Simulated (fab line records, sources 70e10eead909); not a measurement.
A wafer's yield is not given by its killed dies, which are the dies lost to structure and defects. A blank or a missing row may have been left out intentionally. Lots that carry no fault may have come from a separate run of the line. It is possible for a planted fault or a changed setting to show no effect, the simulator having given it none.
fab line records :: flow nandHarc
[record]
  lots = 5
  wafers = 15
  lastDay = 32
route steps=1302 shown P_M1@288 P_M2@318 END@1302
lots that met no fault: taken from a fault-free run of the same line
startH: start of the lot's first displayed wafer, in hours after the record's first day :: waitH: hours elapsed since this lot's preceding step :: " identical to the entry in the row above :: L1.1+2: one row covering several wafers at once :: - no value, or no start given :: * or withheld: withheld :: < > ~ a bound
route shown NAME@n: NAME is a module with steps in the file, n the number in the route of the first one :: usual: mean and standard deviation over wafers with no fault :: same: alike in all rows :: chamber/n: place in a boat :: sites: the reading at each site :: _std_site: standard deviation of those values :: _edge_site: outer sites' mean less inner sites' :: radiusMm: how far each site lies from the wafer's centre :: mask NAME#n: copy n :: behind: tool/chamber where the wafer was last shaped :: hold: cause of the lot's hold/its duration in hours/its outcome :: device: the n, p or np transistor that did not switch :: end of line: at the end of the route, the tests of the same wafers :: a step without rows: its recipe alone :: killed: the dies lost at the first sort to structure and to defects; this is not the yield of the wafer :: map: shows each die of a wafer: x if killed, . if not, _ if none is there
set.NAME: the run value of the setting; set.NAME@STEP: its run value at that earlier step :: model.NAME: the simulator's own value behind a step, which no gauge read
lots seen at some steps along the route; tables by step, rows by wafer
services: a tool's chamber out of use, with start hour (startH, from the record's first day; less than 0 if before it), hours out, and reason
[[steps]]
[step NHARC_P_M1_COAT_34]
[recipe]
  tempC = 200
  timeS = 65
[step NHARC_P_M1_COAT_03]
[recipe]
  spinRpm = 1500
  resistThkNm = 90
[step NHARC_P_M1_SOFTBAKE_04]
[recipe]
  tempC = 105
  timeS = 55
[step NHARC_P_M1_EBR_05]
[step NHARC_P_M1_EXPOSE_06]
[recipe]
  na = 1.35
  targetCdNm = 130
  doseMj = 81.88
  maskId = P_M1
[step NHARC_P_M1_PEB_07]
[recipe]
  pebTempC = 100
  pebTimeS = 65
[step NHARC_P_M1_DEVELOP_08]
[recipe]
  developTimeS = 35
  devTempC = 23
[step NHARC_P_M1_DESCUM_14]
[recipe]
  timeS = 3
  o2FlowSccm = 200
  arFlowSccm = 0
  biasPowerW = 0
  chemistry = O2
[step NHARC_P_M1_ETCH_35]
[recipe]
  targetDepthA = 400
  overetchA = 120
  timeS = 43.94
  ionEnergyEv = 200
  n2FlowSccm = 150
  h2FlowSccm = 150
  arFlowSccm = 0
  rfW = 400
  biasW = 150
  chemistry = N2/H2
[step NHARC_P_M1_ETCH_15]
[recipe]
  targetDepthA = 1825
  timeS = 91.2
  c4f8FlowSccm = withheld
  arFlowSccm = 400
  rfW = 600
  biasW = 300
  chemistry = C4F8/Ar
[usual]
  oesProductAu = 0.960/0.017
  rfVppV = 442.3/2.2
[same]
  timeS = 91.2
lot.wafer: L559.4
tool: rieDiel-10
chamber: 3
startH: 178.60
waitH: -
oesProductAu: 0.970
rfHoursCounterH: 10
rfVppV: 445.0

lot.wafer: L559.2
tool: rieDiel-10
chamber: 0
startH: 178.60
waitH: -
oesProductAu: 0.993
rfHoursCounterH: 11
rfVppV: 441.6

lot.wafer: L559.5
tool: rieDiel-10
chamber: 3
startH: 178.60
waitH: -
oesProductAu: 0.981
rfHoursCounterH: -
rfVppV: 445.1

lot.wafer: L569.2
tool: rieDiel-10
chamber: 3
startH: 269.19
waitH: -
oesProductAu: 0.961
rfHoursCounterH: 2
rfVppV: 444.5

lot.wafer: L569.1
tool: rieDiel-10
chamber: 2
startH: 269.19
waitH: -
oesProductAu: 0.934
rfHoursCounterH: 2
rfVppV: 442.9

lot.wafer: L569.6
tool: rieDiel-10
chamber: 0
startH: 269.19
waitH: -
oesProductAu: 0.958
rfHoursCounterH: -
rfVppV: 442.3

lot.wafer: L568.4
tool: rieDiel-10
chamber: 2
startH: 269.75
waitH: -
oesProductAu: 0.956
rfHoursCounterH: 2
rfVppV: 442.9

lot.wafer: L568.3
tool: rieDiel-10
chamber: 0
startH: 269.75
waitH: -
oesProductAu: 0.975
rfHoursCounterH: 2
rfVppV: 442.7

lot.wafer: L568.2
tool: rieDiel-10
chamber: 1
startH: 269.75
waitH: -
oesProductAu: 0.963
rfHoursCounterH: 2
rfVppV: 442.8

lot.wafer: L570.3
tool: rieDiel-10
chamber: 3
startH: 285.92
waitH: -
oesProductAu: 0.969
rfHoursCounterH: 3
rfVppV: 444.5

lot.wafer: L570.4
tool: rieDiel-10
chamber: 0
startH: 285.92
waitH: -
oesProductAu: 0.959
rfHoursCounterH: 3
rfVppV: 442.2

lot.wafer: L570.2
tool: rieDiel-10
chamber: 1
startH: 285.92
waitH: -
oesProductAu: 0.953
rfHoursCounterH: 3
rfVppV: 444.5

lot.wafer: L576.1
tool: rieDiel-11
chamber: 1
startH: 344.86
waitH: -
oesProductAu: 0.960
rfHoursCounterH: 4
rfVppV: 440.3

lot.wafer: L576.2
tool: rieDiel-11
chamber: 2
startH: 344.86
waitH: -
oesProductAu: 0.965
rfHoursCounterH: 5
rfVppV: 443.9

lot.wafer: L576.3
tool: rieDiel-11
chamber: 0
startH: 344.86
waitH: -
oesProductAu: 0.964
rfHoursCounterH: 5
rfVppV: 442.6
[step NHARC_P_M1_STRIP_18]
[recipe]
  powerW = 1000
  n2FlowSccm = 150
  h2FlowSccm = 150
  arFlowSccm = 0
  biasW = 0
  chemistry = N2/H2
[step NHARC_P_M1_ETCH_28]
[recipe]
  targetDepthA = 300
  overEtchFrac = 0.3
  timeS = 72.99
  ionEnergyEv = 150
  cf4FlowSccm = 50
  n2FlowSccm = 100
  arFlowSccm = 150
  rfW = 300
  biasW = 100
  chemistry = CF4/N2
[step NHARC_P_M1_STRIP_19]
[recipe]
  timeS = 600
  tempC = 30
  chemistry = postEtchResidueRemover
[step NHARC_P_M1_DEGAS_29]
[recipe]
  tempC = 250
  timeS = 60
[step NHARC_P_M1_PRE_CLEAN_30]
[recipe]
  timeS = 30
  tempC = 280
  gas = H2/He
[step NHARC_P_M1_PVD_20]
[recipe]
  targetThkA = 50
  biasV = 168.6
  powerW = 15000
  chamberPressurePa = 0.12
  timeS = 8.06
  substrateTempC = 50
  material = TaN
[step NHARC_P_M1_PVD_21]
[recipe]
  targetThkA = 300
  chamberPressurePa = 5
  powerW = 5000
  substrateTempC = 30
  timeS = 20.49
  material = Cu
[step NHARC_P_M1_ECD_22]
[recipe]
  targetThkA = 4000
  bathTempC = 25
  material = Cu
[step NHARC_P_M1_ANNEAL_31]
[recipe]
  tempC = 225
  timeS = 90
[step NHARC_P_M1_CMP_23]
[recipe]
  tOverpolishS = 20
  targetThkNm = 157.82
[step NHARC_P_M1_SRD_25]
[step NHARC_P_M1_PRE_CLEAN_32]
[recipe]
  timeS = 12
  tempC = 370
  rfPowerW = 300
  gas = NH3
[step NHARC_P_M1_DEP_33]
[recipe]
  targetThkA = 300
  tempC = 370
  targetThkNm = 30
  pressureTorr = 3
  flowSccm = 200
  rfW = 450
  material = SiCN
[step NHARC_P_M2_DEP_00]
[recipe]
  targetThkA = 1825
  targetThkNm = 182.5
  tempC = withheld
  pressureTorr = 5
  flowSccm = 200
  rfW = 600
  material = SiOC
[step NHARC_P_M2_DEHYDRATE_01]
[recipe]
  tempC = 150
  timeS = 120
[step NHARC_P_M2_HMDS_02]
[recipe]
  timeS = 30
[step NHARC_P_M2_COAT_34]
[recipe]
  tempC = 200
  timeS = 65
[step NHARC_P_M2_COAT_03]
[recipe]
  spinRpm = 1500
  resistThkNm = 90
[step NHARC_P_M2_SOFTBAKE_04]
[recipe]
  tempC = 105
  timeS = 55
[step NHARC_P_M2_EBR_05]
[step NHARC_P_M2_EXPOSE_06]
[recipe]
  na = 1.35
  targetCdNm = 170
  doseMj = 80.78
  maskId = P_M2
[step NHARC_P_M2_PEB_07]
[recipe]
  pebTempC = 100
  pebTimeS = 65
[step NHARC_P_M2_DEVELOP_08]
[recipe]
  developTimeS = 35
  devTempC = 23
[step NHARC_END_SORT_01]
[recipe]
  tempC = 25
[usual]
  killedAtArray = 54/16
  killedAtOther = 0.6/0.86
  killedAtPeriphery = 3.8/2.6
  killedDies = 58/16
  killedOpen = 3.3/1.8
  killedShort = 2.7/1.7
[same]
  grossDies = 677
lot.wafer: L569.1
tool: prober-01
chamber: 0
startH: 700.78
waitH: 2.5
killedAtArray: 32
killedAtOther: 1
killedAtPeriphery: 90
killedDies: 123
killedOpen: 0
killedShort: 3

lot.wafer: L569.2
tool: prober-01
chamber: 0
startH: 701.57
waitH: 2.8
killedAtArray: 38
killedAtOther: 1
killedAtPeriphery: 86
killedDies: 125
killedOpen: 1
killedShort: 4

lot.wafer: L569.6
tool: prober-01
chamber: 0
startH: 704.76
waitH: 4.0
killedAtArray: 42
killedAtOther: 0
killedAtPeriphery: 50
killedDies: 92
killedOpen: 2
killedShort: 3

lot.wafer: L568.2
tool: prober-02
chamber: 0
startH: 701.60
waitH: 2.8
killedAtArray: 48
killedAtOther: 0
killedAtPeriphery: 91
killedDies: 139
killedOpen: 2
killedShort: 2

lot.wafer: L568.3
tool: prober-02
chamber: 0
startH: 702.40
waitH: 3.1
killedAtArray: 33
killedAtOther: 0
killedAtPeriphery: 61
killedDies: 94
killedOpen: 6
killedShort: 3

lot.wafer: L568.4
tool: prober-02
chamber: 0
startH: 703.20
waitH: 3.4
killedAtArray: 39
killedAtOther: 0
killedAtPeriphery: 89
killedDies: 128
killedOpen: 3
killedShort: 3

lot.wafer: L570.2
tool: prober-01
chamber: 0
startH: 709.37
waitH: 2.8
killedAtArray: 72
killedAtOther: 1
killedAtPeriphery: 90
killedDies: 163
killedOpen: 4
killedShort: 5

lot.wafer: L570.3
tool: prober-01
chamber: 0
startH: 710.18
waitH: 3.1
killedAtArray: 65
killedAtOther: 0
killedAtPeriphery: 91
killedDies: 156
killedOpen: 3
killedShort: 3

lot.wafer: L570.4
tool: prober-01
chamber: 0
startH: 710.98
waitH: 3.4
killedAtArray: 70
killedAtOther: 0
killedAtPeriphery: 55
killedDies: 125
killedOpen: 4
killedShort: 3
// killed by level:class
L569.1 P_M1:unspecified=87 A_CHANNEL_HOLE_D2:chamberFilmFlake=16 A_SLIT:chamberFilmFlake=4 A_CONTACT:chamberFilmFlake=3 A_WL_FILL:geometricParticle:short=2 A_CHANNEL_HOLE_D1:chamberFilmFlake=2 P_M1:chamberFilmFlake=2 A_DECK1_JOINT:geometricParticle:short=1
L569.2 P_M1:unspecified=85 A_CHANNEL_HOLE_D2:chamberFilmFlake=13 A_SLIT:chamberFilmFlake=9 A_CHANNEL_HOLE_D1:chamberFilmFlake=5 A_STAIRCASE:chamberFilmFlake=3 A_CONTACT:chamberFilmFlake=2 A_M1:chamberFilmFlake=2 A_ONON_D1:geometricParticle:short=1
L568.2 P_M1:unspecified=86 A_SLIT:chamberFilmFlake=27 A_STAIRCASE:chamberFilmFlake=8 A_CHANNEL_HOLE_D1:chamberFilmFlake=5 P_GATE:chamberFilmFlake=4 A_DECK1_JOINT:geometricParticle:open=1 A_ONON_D2:geometricParticle:open=1 A_CHANNEL_FILL_D2:geometricParticle:short=1
L568.3 P_M1:unspecified=48 A_SLIT:chamberFilmFlake=16 P_GATE:chamberFilmFlake=9 A_CHANNEL_HOLE_D1:chamberFilmFlake=5 A_CONTACT:chamberFilmFlake=3 P_GATE:geometricParticle:open=2 P_GATE:geometricParticle:short=1 A_ONON_D1:geometricParticle:open=1
L568.4 P_M1:unspecified=84 A_SLIT:chamberFilmFlake=20 A_CHANNEL_HOLE_D1:chamberFilmFlake=4 P_GATE:chamberFilmFlake=3 A_STAIRCASE:chamberFilmFlake=3 A_CONTACT:chamberFilmFlake=2 A_M1:chamberFilmFlake=2 P_M1:geometricParticle:short=1
L569.6 P_M1:unspecified=46 A_CHANNEL_HOLE_D2:chamberFilmFlake=16 A_CHANNEL_HOLE_D1:chamberFilmFlake=8 A_SLIT:chamberFilmFlake=8 A_CONTACT:chamberFilmFlake=3 A_ONON_D1:geometricParticle:open=2 P_STI:chamberFilmFlake=2 A_ONON_D1:geometricParticle:short=1
L570.2 P_M1:unspecified=87 A_CHANNEL_HOLE_D1:chamberFilmFlake=33 A_SLIT:chamberFilmFlake=14 A_CHANNEL_HOLE_D2:chamberFilmFlake=7 A_STAIRCASE:chamberFilmFlake=4 A_WL_FILL:geometricParticle:short=3 A_CONTACT:chamberFilmFlake=3 P_ZERO_WELL:chamberFilmFlake=2
L570.3 P_M1:unspecified=89 A_CHANNEL_HOLE_D1:chamberFilmFlake=33 A_SLIT:chamberFilmFlake=10 A_CHANNEL_HOLE_D2:chamberFilmFlake=9 A_STAIRCASE:chamberFilmFlake=2 A_DECK1_JOINT:chamberFilmFlake=2 A_ONON_D1:geometricParticle:short=1 A_CHANNEL_FILL_D1:geometricParticle:short=1
L570.4 P_M1:unspecified=53 A_CHANNEL_HOLE_D1:chamberFilmFlake=31 A_CHANNEL_HOLE_D2:chamberFilmFlake=11 A_SLIT:chamberFilmFlake=10 A_STAIRCASE:chamberFilmFlake=4 A_M0:geometricParticle:open=2 A_DECK1_JOINT:chamberFilmFlake=2 A_WL_FILL:chamberFilmFlake=2
// map L568.2 (x killed, . not)
____________.____________
_________......._________
_______..........._______
______...x........x______
_____...x.....x....._____
____........x.xx.....____
____.....x.....xx..x.____
___..........xxxxx....___
___..........xxxxxxx..___
__..........xxxxxxx....__
__.........xxxxxxxx..x.__
_..........x.xxxxxxx...._
_...........xxxxxxx..x.._
_...........xxxxxxxxx..._
_...........xxxxxxxxx..._
_x..........xxxxxxx....._
..............xxxxx.x.x..
.............x.x.x.......
..............x.....x....
.................x.......
x.............x......xx..
_.........x.....x......x_
_.x.........x..x......x._
_........x.x............_
_x.......x.............._
_.......x..............._
__....x................__
__.....................__
___...............xx..___
___..x..........x...x.___
____..............xxx____
____...x.........xxxx____
_____.x.x.......xxxx_____
______x.........xxx______
_______xx.......xx_______
_________x......_________
____________.____________
// map L569.2 (x killed, . not)
____________.____________
_________......._________
_______..........._______
______....x........______
_____........x......_____
____......x........x.____
____......x..........____
___...................___
___...................___
__......x..............__
__.....................__
_..............x........_
_......................._
_.................xxx..._
_................xxxxxx._
_................xxxxxxx_
.................xxxxxxxx
..x..............xxxxxxx.
................xxxxxxxxx
.........x....x.xxxxxxxx.
...............xxxxxxxxxx
_...............xxxxxxxx_
_...........x..xxxxxxxx._
_........x........xxxxx._
_......xx....x.xx.xxxxx._
_............x.......x.._
__..................x..__
__.....................__
___.........x.........___
___......x.......x....___
____..............x.x____
____...x..........x..____
_____xx.xxx.......x._____
______x.x..........______
_______x.xxx......_______
_________xx....._________
____________.____________
[[services]]
tool: rieDiel-11
chamber: 3
startH: 163.36
hours: 14.7
kind: repair

tool: rieDiel-10
chamber: 2
startH: 169.49
hours: 2.7
kind: repair

tool: rieDiel-10
chamber: 0
startH: 172.70
hours: -
kind: clean

tool: rieDiel-10
chamber: 1
startH: 172.70
hours: -
kind: clean

tool: rieDiel-10
chamber: 2
startH: 172.70
hours: -
kind: clean

tool: rieDiel-10
chamber: 3
startH: 172.70
hours: -
kind: clean

tool: rieDiel-10
chamber: 3
startH: 179.36
hours: 6.7
kind: repair

tool: rieDiel-10
chamber: 0
startH: 197.20
hours: -
kind: clean

tool: rieDiel-10
chamber: 1
startH: 197.20
hours: -
kind: clean

tool: rieDiel-10
chamber: 2
startH: 197.20
hours: -
kind: clean

tool: rieDiel-10
chamber: 3
startH: 197.20
hours: -
kind: clean

tool: rieDiel-10
chamber: 0
startH: 221.91
hours: -
kind: clean

tool: rieDiel-10
chamber: 1
startH: 221.91
hours: -
kind: clean

tool: rieDiel-10
chamber: 2
startH: 221.91
hours: -
kind: clean

tool: rieDiel-10
chamber: 3
startH: 221.91
hours: -
kind: clean

tool: rieDiel-10
chamber: -
startH: 242.62
hours: 9.0
kind: pm

tool: rieDiel-10
chamber: 0
startH: 242.62
hours: 9.0
kind: ventCycle

tool: rieDiel-10
chamber: 1
startH: 242.62
hours: 9.0
kind: ventCycle

tool: rieDiel-11
chamber: -
startH: 255.56
hours: 9.0
kind: pm

tool: rieDiel-10
chamber: 2
startH: 279.15
hours: 2.6
kind: repair

tool: rieDiel-11
chamber: 1
startH: 283.59
hours: 54.3
kind: repair

tool: rieDiel-11
chamber: 0
startH: 325.11
hours: 5.3
kind: repair

tool: rieDiel-10
chamber: 0
startH: 334.48
hours: 1.4
kind: repair

tool: rieDiel-11
chamber: -
startH: 335.84
hours: 0.3
kind: repair
[[key]]
[firstSign]
  step = NHARC_END_SORT_01
  reading = killedAtPeriphery
  direction = up
  sigmas = 29
  usual = 3.8
  struck = 78.1
[effect]
  step = NHARC_END_SORT_01
  reading = killedDies
  direction = up
  sigmas = 4.3
  usual = 58
  struck = 127
[moreKillsBornAt]
  NHARC_P_M1_ETCH_15@rieDiel-10 = 665
metAt NHARC_P_M1_ETCH_15
struckWafers L568.2,L568.3,L568.4,L569.1,L569.2,L569.6,L570.2,L570.3,L570.4
testerLeftOut L569,L570
onsetBetween 178.60 269.19
[earlierFault]
  kind = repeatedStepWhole
  tool = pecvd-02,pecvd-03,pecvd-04
  chamber = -
  onsetH = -
  steps = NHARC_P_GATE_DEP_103
  times = 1
  scope = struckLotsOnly
[fault]
  kind = chamberParticleSource
  tool = rieDiel-10
  chamber = -
  onsetH = 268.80
  steps = NHARC_P_M1_ETCH_15
  ratePerVisitCm2 = 1.0377
// testerLeftOut: of these lots the tester's yield and bins aren't shown, on N5 and GAA mostly nor the transistor test; their killed dies are dies lost to structure and defects alone, not to doping, threshold or leakage, so they don't give the yield
